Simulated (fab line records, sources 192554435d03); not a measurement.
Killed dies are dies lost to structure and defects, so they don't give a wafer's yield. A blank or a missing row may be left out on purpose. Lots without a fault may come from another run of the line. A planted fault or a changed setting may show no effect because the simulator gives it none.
Which tool did it? | flow n5_finfet | 14 lots, 42 wafers sampled, at 6 steps of a route of 1938

WHAT THE GAUGES READ, wafer by wafer
N5_BEOL_M12_INSPECT_30: inspects for defects (macro). Usual: raw_defect_count 1.9, standard deviation 1.3.
lot  | measured     | on                | raw_defect_count | flag
L264 | day 11 18:23 | defect_inspect-02 | 2 3 1            |
L265 | day 11 18:44 | defect_inspect-01 | 2 4 1            |
L268 | day 13 19:04 | defect_inspect-02 | 1 3 4            |
L267 | day 14 01:02 | defect_inspect-01 | 3 1 1            |
L272 | day 15 12:40 | defect_inspect-02 | 0 1 5            |
L273 | day 15 21:37 | defect_inspect-01 | 3 2 0            |
L277 | day 16 10:20 | defect_inspect-02 | 2 2 4            |
L279 | day 16 18:53 | defect_inspect-02 | 1 0 1            |
L266 | day 16 19:41 | defect_inspect-02 | 5 4 1            |
L280 | day 17 04:14 | defect_inspect-02 | 1 4 1            |
L281 | day 17 20:33 | defect_inspect-02 | 1 2 3            |
L282 | day 18 00:02 | defect_inspect-02 | 1 3 1            |
L285 | day 18 04:56 | defect_inspect-02 | 2 0 2            |
L284 | day 18 08:38 | defect_inspect-02 | 0 2 1            |

N5_BEOL_M13_THK_MEAS_01. Usual: M13_ILD_THK 834 nm, standard deviation 10.
lot  | measured     | on            | M13_ILD_THK (nm) | flag
L264 | day 11 20:53 | film_metro-02 | 828 842 838      |
L265 | day 11 23:35 | film_metro-01 | 846 826 849      |
L268 | day 14 00:11 | film_metro-02 | 838 830 848      |
L267 | day 14 05:01 | film_metro-01 | 839 838 829      |
L272 | day 15 19:49 | film_metro-02 | 830 827 701      | OFF
L273 | day 16 03:29 | film_metro-02 | 819 820 824      |
L277 | day 16 16:59 | film_metro-02 | 820 826 830      |
L279 | day 16 22:27 | film_metro-02 | 833 843 855      |
L266 | day 16 23:29 | film_metro-02 | 688 838 842      | OFF
L280 | day 17 07:13 | film_metro-01 | 823 837 832      |
L281 | day 18 01:19 | film_metro-02 | 832 846 845      |
L282 | day 18 04:49 | film_metro-01 | 838 820 838      |
L285 | day 18 07:54 | film_metro-02 | 822 834 851      |
L284 | day 18 15:49 | film_metro-01 | 836 844 836      |

N5_BEOL_M13_OCD_MEAS_35. Usual: trench_depth_nm 413 nm, standard deviation 9.7.
lot  | measured     | on     | trench_depth_nm (nm) | flag
L264 | day 11 22:51 | ocd-02 | 429 404 403          |
L265 | day 12 01:29 | ocd-01 | 413 412 409          |
L268 | day 14 02:15 | ocd-01 | 409 407 408          |
L267 | day 14 07:03 | ocd-02 | 408 410 407          |
L272 | day 15 21:52 | ocd-01 | 416 396 250          | OFF
L273 | day 16 06:01 | ocd-02 | 421 405 401          |
L277 | day 16 19:21 | ocd-01 | 416 426 414          |
L279 | day 17 00:39 | ocd-01 | 404 404 408          |
L266 | day 17 02:02 | ocd-01 | 245 398 431          | OFF
L280 | day 17 09:29 | ocd-01 | 434 410 409          |
L281 | day 18 03:55 | ocd-02 | 408 424 407          |
L282 | day 18 07:11 | ocd-01 | 395 426 428          |
L285 | day 18 09:56 | ocd-02 | 419 411 421          |
L284 | day 18 17:59 | ocd-02 | 406 428 405          |

WHICH TOOL RAN EACH LOT (tool, then ch and the chambers of the sampled wafers, then the start)
lot  | N5_BEOL_M12_ETCH_67                | N5_BEOL_M12_STRIP_37                 | N5_BEOL_M13_ILD_DEP_00
L264 | rie_diel-01 ch 0,3, day 11 18:26   | plasma_asher-01 ch 0, day 11 18:58   | pecvd-01 ch 0,1, day 11 20:44
L265 | rie_diel-03 ch 2,3, day 11 18:59   | plasma_asher-01 ch 0,1, day 11 19:31 | pecvd-04 ch 0,1, day 11 23:26
L268 | rie_diel-03 ch 0,3, day 13 19:08   | plasma_asher-02 ch 0,1, day 13 19:40 | pecvd-03 ch 0,1, day 14 00:01
L267 | rie_diel-03 ch 0,3, day 14 01:07   | plasma_asher-02 ch 0,1, day 14 01:39 | pecvd-03 ch 0,1,2, day 14 04:55
L272 | rie_diel-05 ch 0,1,3, day 15 12:44 | plasma_asher-01 ch 0,1, day 15 13:15 | pecvd-03 ch 0,1,2, day 15 19:40
L273 | rie_diel-03 ch 0,2,3, day 15 21:46 | plasma_asher-01 ch 0,1, day 15 22:17 | pecvd-01 ch 0,1, day 16 03:20
L277 | rie_diel-03 ch 0,2,3, day 16 10:30 | plasma_asher-01 ch 0,1, day 16 11:01 | pecvd-01 ch 0,1,2, day 16 16:50
L279 | rie_diel-01 ch 1,2, day 16 19:13   | plasma_asher-01 ch 0,1, day 16 19:44 | pecvd-04 ch 0,1, day 16 22:18
L266 | rie_diel-01 ch 0,1, day 16 19:45   | plasma_asher-02 ch 0,1, day 16 20:17 | pecvd-03 ch 0,1,2, day 16 23:19
L280 | rie_diel-03 ch 0,3, day 17 04:20   | plasma_asher-01 ch 0,1, day 17 04:52 | pecvd-04 ch 0,2, day 17 07:04
L281 | rie_diel-03 ch 0,2,3, day 17 20:52 | plasma_asher-02 ch 0,1, day 17 21:23 | pecvd-03 ch 0,2, day 18 01:06
L282 | rie_diel-03 ch 0,1,3, day 18 00:37 | plasma_asher-01 ch 0,1, day 18 01:14 | pecvd-04 ch 0,1, day 18 04:40
L285 | rie_diel-01 ch 1,2,3, day 18 05:10 | plasma_asher-01 ch 0,1, day 18 05:41 | pecvd-01 ch 0,1,2, day 18 07:45
L284 | rie_diel-01 ch 0,1,3, day 18 08:42 | plasma_asher-02 ch 0,1, day 18 09:13 | pecvd-01 ch 0,2, day 18 15:37
- N5_BEOL_M12_ETCH_67: etches SiARC in CF4, target depth 143 nm, time 238.3 s.
- N5_BEOL_M12_STRIP_37: strips in N2/H2.
- N5_BEOL_M13_ILD_DEP_00: deposits SiOC from DEMS/O2, target thk 837.92 nm, time 166.4 s.

WHAT THE TOOLS THEMSELVES READ (means of the sampled wafers that have a number; where no wafer has one, the mark that the record gives instead)
N5_BEOL_M12_ETCH_67. Usual: drypump_motor_current_A 6.0 A, standard deviation 0.51; etch_rf_on_time_s 238 s, standard deviation 5.3; oes_product_au 0.69 a.u., standard deviation 0.057; rf_vpp_V 183.6 V, standard deviation 1.2; showerhead_plenum_p_Torr 2.11 Torr, standard deviation 0.073; throttle_valve_pct 15.63 %, standard deviation 0.18.
lot  | tool        | drypump_motor_current_A (A) | etch_rf_on_time_s (s) | oes_product_au (a.u.) | rf_vpp_V (V) | showerhead_plenum_p_Torr (Torr) | throttle_valve_pct (%) | flag
L264 | rie_diel-01 | 5.5                         | 243                   | 0.63                  | 182.7        | 1.98                            | 15.59                  |
L265 | rie_diel-03 | 6.3                         | 231                   | 0.75                  | 184.5        | 2.18                            | 15.74                  |
L268 | rie_diel-03 | 5.9                         | 240                   | 0.71                  | 183.9        | 2.12                            | 15.71                  |
L267 | rie_diel-03 | 5.9                         | 242                   | 0.70                  | 183.3        | 2.12                            | 15.71                  |
L272 | rie_diel-05 | 5.7                         | 241                   | 0.70                  | 183.1        | 2.12                            | 15.49                  |
L273 | rie_diel-03 | 6.1                         | 238                   | 0.71                  | 183.5        | 2.14                            | 15.76                  |
L277 | rie_diel-03 | 6.1                         | 235                   | 0.70                  | 184.1        | 2.14                            | 15.77                  |
L279 | rie_diel-01 | 5.8                         | 233                   | 0.76                  | 185.0        | 2.15                            | 15.38                  |
L266 | rie_diel-01 | 6.3                         | 235                   | 0.64                  | 183.4        | 2.07                            | 15.53                  |
L280 | rie_diel-03 | 5.9                         | 238                   | 0.69                  | 182.9        | 2.11                            | 15.76                  |
L281 | rie_diel-03 | 6.1                         | 237                   | 0.68                  | 185.1        | 2.14                            | 15.80                  |
L282 | rie_diel-03 | 6.0                         | 240                   | 0.69                  | 183.6        | 2.13                            | 15.67                  |
L285 | rie_diel-01 | 5.6                         | 235                   | 0.68                  | 183.2        | 2.06                            | 15.47                  |
L284 | rie_diel-01 | 5.9                         | 240                   | 0.62                  | 182.8        | 2.01                            | 15.63                  |

N5_BEOL_M12_STRIP_37. Usual: drypump_motor_current_A 6.0 A, standard deviation 0.31; heater_power_w 336 W, standard deviation 31; oes_product_au 0.791 a.u., standard deviation 0.01.
lot  | tool            | drypump_motor_current_A (A) | heater_power_w (W) | oes_product_au (a.u.) | flag
L264 | plasma_asher-01 | 6.1                         | 340                | 0.795                 |
L265 | plasma_asher-01 | 6.2                         | 352                | 0.783                 |
L268 | plasma_asher-02 | 5.6                         | 298                | 0.796                 |
L267 | plasma_asher-02 | 5.6                         | 320                | 0.801                 |
L272 | plasma_asher-01 | 6.3                         | 356                | 0.792                 |
L273 | plasma_asher-01 | 6.2                         | 350                | 0.795                 |
L277 | plasma_asher-01 | 6.2                         | 351                | 0.799                 |
L279 | plasma_asher-01 | 6.2                         | 348                | 0.785                 |
L266 | plasma_asher-02 | 5.6                         | 316                | 0.787                 |
L280 | plasma_asher-01 | 6.2                         | 351                | 0.779                 |
L281 | plasma_asher-02 | 5.6                         | 293                | 0.804                 |
L282 | plasma_asher-01 | 6.2                         | 359                | 0.790                 |
L285 | plasma_asher-01 | 6.2                         | 344                | 0.791                 |
L284 | plasma_asher-02 | 5.6                         | 320                | 0.793                 |

N5_BEOL_M13_ILD_DEP_00. Usual: heater_power_w 506 W, standard deviation 65; showerhead_plenum_p_Torr 5.696 Torr, standard deviation 0.015; throttle_valve_pct 12.0 %, standard deviation 0.68.
lot  | tool     | heater_power_w (W) | showerhead_plenum_p_Torr (Torr) | throttle_valve_pct (%) | flag
L264 | pecvd-01 | 551                | 5.690                           | 11.2                   |
L265 | pecvd-04 | 573                | 5.693                           | 12.6                   |
L268 | pecvd-03 | 483                | 5.692                           | 12.2                   |
L267 | pecvd-03 | 446                | 5.685                           | 11.8                   |
L272 | pecvd-03 | 505                | 5.696                           | 11.8                   |
L273 | pecvd-01 | 525                | 5.684                           | 11.2                   |
L277 | pecvd-01 | 488                | 5.690                           | 11.6                   |
L279 | pecvd-04 | 588                | 5.707                           | 13.0                   |
L266 | pecvd-03 | 449                | 5.701                           | 12.0                   |
L280 | pecvd-04 | 488                | 5.716                           | 12.1                   |
L281 | pecvd-03 | 464                | 5.690                           | 11.9                   |
L282 | pecvd-04 | 597                | 5.688                           | 12.4                   |
L285 | pecvd-01 | 506                | 5.685                           | 11.5                   |
L284 | pecvd-01 | 433                | 5.679                           | 11.9                   |

THE ANSWER, worked out from the rows above alone
Rule: a lot is off if the mean of its wafers that have a number lies more than 3 standard deviations from the usual mean. A lot without any number at a reading at which 4 lots or more have one is off too. The other lots that the step has rows for count as sound. The gauges are gone through in route order, then the tools' own readings, and for those a lot's mean is taken as printed above. The first step at which some lot is off is used, and at that step the reading that is off furthest; a lot without a number counts as furthest.
Off: L272, L266, at N5_BEOL_M13_THK_MEAS_01 (M13_ILD_THK).
A tool fits if, at a process step before that reading, it ran every lot that is off, and no sound lot after the first of them. The gauges at N5_BEOL_M13_THK_MEAS_01 aren't tried: what is off there is off at N5_BEOL_M13_OCD_MEAS_35 too, on other tools, and a gauge's error can't cause that. None of those tried fits.

WHAT THE SIMULATOR HAD PUT IN
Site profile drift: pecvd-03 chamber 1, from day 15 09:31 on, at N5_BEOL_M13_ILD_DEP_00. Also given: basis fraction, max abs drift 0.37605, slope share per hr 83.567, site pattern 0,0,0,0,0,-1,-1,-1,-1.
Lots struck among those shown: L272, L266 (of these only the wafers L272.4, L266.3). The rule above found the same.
